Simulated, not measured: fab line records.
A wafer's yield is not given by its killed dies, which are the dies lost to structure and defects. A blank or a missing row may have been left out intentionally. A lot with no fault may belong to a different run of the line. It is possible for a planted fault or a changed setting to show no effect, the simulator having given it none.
Tool commonality check | flow nandHarc | Sample size 14 lots and 42 wafers

WHY IT WAS OPENED
At NHARC_A_M0_CD_MEAS_09 the reading cdNm is flagged on 2 of 14 lots. No-fault wafers: 80.2 nm, standard deviation 0.93.
Rule: flag the lot when none of its wafers has a number, or when each of its wafers that has one lies beyond 4 standard deviations from that mean. The other lots count as sound.

lot  | measured     | on       | cdNm (nm), wafer by wafer | flag
L363 | day 23 01:05 | cdSem-03 | 80.0 79.3 80.1            | 
L361 | day 23 02:07 | cdSem-01 | 80.0 79.9 81.9            | 
L362 | day 23 04:11 | cdSem-02 | 79.8 79.7 82.0            | 
L364 | day 24 12:08 | cdSem-01 | 79.6 79.2 80.9            | 
L366 | day 24 14:43 | cdSem-02 | 79.8 80.1 80.0            | 
L365 | day 24 17:03 | cdSem-03 | 80.8 80.2 82.8            | 
L367 | day 25 09:39 | cdSem-01 | 78.3 78.7 80.7            | 
L370 | day 26 15:40 | cdSem-01 | 80.9 82.8 80.9            | 
L369 | day 26 16:00 | cdSem-01 | 80.0 79.6 79.5            | 
L372 | day 27 05:17 | cdSem-02 | 79.6 80.8 80.4            | 
L379 | day 30 02:32 | cdSem-02 | 93.4 93.0 93.7            | FLAGGED
L384 | day 31 20:13 | cdSem-03 | 80.8 79.6 79.4            | 
L381 | day 32 00:49 | cdSem-03 | 94.0 90.0 91.5            | FLAGGED
L383 | day 32 07:27 | cdSem-01 | 78.8 77.7 79.1            | 
The numbers of the flagged lots are 92.6 nm on average: +12.4 nm against the usual, or +13 standard deviations.

LOT BY LOT: THE TOOL USED
The record holds 2 process steps before the reading, out of a route of 1302 steps. Each cell gives the tool, then ch followed by the chambers the sampled wafers passed through, then the start.
lot  | flag    | NHARC_A_CONTACT_CVD_19                  | NHARC_A_M0_EXPOSE_06
L363 |         | cvdW-02 ch 0,1, day 23 00:56 or earlier | arfiScanner-03 ch 0, day 23 00:56
L361 |         | cvdW-01 ch 0,1, day 23 01:58 or earlier | arfiScanner-01 ch 0, day 23 01:58
L362 |         | cvdW-02 ch 0,1, day 23 04:03 or earlier | arfiScanner-02 ch 0, day 23 04:03
L364 |         | cvdW-02 ch 0,1, day 24 12:01 or earlier | arfiScanner-01 ch 0, day 24 12:01
L366 |         | cvdW-02 ch 0,1, day 24 14:34 or earlier | arfiScanner-03 ch 0, day 24 14:34
L365 |         | cvdW-02 ch 1, day 24 16:55 or earlier   | arfiScanner-01 ch 0, day 24 16:55
L367 |         | cvdW-01 ch 1, day 25 09:31 or earlier   | arfiScanner-02 ch 0, day 25 09:31
L370 |         | cvdW-02 ch 0,1, day 26 15:31 or earlier | arfiScanner-02 ch 0, day 26 15:31
L369 |         | cvdW-01 ch 0,1, day 26 15:52 or earlier | arfiScanner-03 ch 0, day 26 15:52
L372 |         | cvdW-01 ch 0,1, day 27 05:10 or earlier | arfiScanner-03 ch 0, day 27 05:10
L379 | FLAGGED | cvdW-02 ch 1, day 30 02:24 or earlier   | arfiScanner-02 ch 0, day 30 02:24
L384 |         | cvdW-02 ch 0,1, day 31 20:05 or earlier | arfiScanner-03 ch 0, day 31 20:05
L381 | FLAGGED | cvdW-02 ch 0,1, day 32 00:41 or earlier | arfiScanner-02 ch 0, day 32 00:41
L383 |         | cvdW-01 ch 0,1, day 32 07:19 or earlier | arfiScanner-01 ch 0, day 32 07:19
These steps, and what they do:
- NHARC_A_CONTACT_CVD_19: deposits W, target thk 300 nm, time 802 s.
- NHARC_A_M0_EXPOSE_06: exposes mask A M0, target cd 80 nm.
- NHARC_A_M0_CD_MEAS_09: target cd 80 nm.

FLAGGED OVER TOTAL, TOOL BY TOOL (the gauges that took the reading come last)
step                   | tool           | lots run | flagged | share of the flagged lots | sound lots run after its first flagged lot
NHARC_A_CONTACT_CVD_19 | cvdW-01        | 5        | 0       | none                      | -
NHARC_A_CONTACT_CVD_19 | cvdW-02        | 9        | 2       | all                       | 1 (L384)
NHARC_A_M0_EXPOSE_06   | arfiScanner-01 | 4        | 0       | none                      | -
NHARC_A_M0_EXPOSE_06   | arfiScanner-02 | 5        | 2       | all                       | 0
NHARC_A_M0_EXPOSE_06   | arfiScanner-03 | 5        | 0       | none                      | -
NHARC_A_M0_CD_MEAS_09  | cdSem-01       | 6        | 0       | none                      | -
NHARC_A_M0_CD_MEAS_09  | cdSem-02       | 4        | 1       | some                      | 0
NHARC_A_M0_CD_MEAS_09  | cdSem-03       | 4        | 1       | some                      | 0
With no start given for some of its lots, NHARC_A_CONTACT_CVD_19 uses the hours and lot order of NHARC_A_M0_EXPOSE_06.

WHAT THE TABLE PERMITS
Table rows that saw every flagged lot: 2, namely cvdW-02 at NHARC_A_CONTACT_CVD_19 and arfiScanner-02 at NHARC_A_M0_EXPOSE_06.
- cvdW-02 at NHARC_A_CONTACT_CVD_19: 2 of its 9 lots flagged. Lots that were sound ran on it after the first flagged one (L384); a persistent fault on the entire tool would not allow that.
- arfiScanner-02 at NHARC_A_M0_EXPOSE_06: 2 of its 5 lots flagged. It ran its last sound lot, L370, at day 26 15:31 and its first flagged lot, L379, at day 30 02:24: a fault with its onset between the two fits. Its own readings lie more than 4 standard deviations out on every wafer of the flagged lots: exposureDoseMJCm2.
What remains is a single tool, arfiScanner-02 at NHARC_A_M0_EXPOSE_06.

WHAT THE SIMULATOR PUT IN
Drift in process parameters on arfiScanner-02 at NHARC_A_M0_EXPOSE_06, starting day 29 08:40. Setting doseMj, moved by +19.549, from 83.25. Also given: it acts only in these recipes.
Lots struck among those shown: L379, L381. The rule given above showed the same thing.
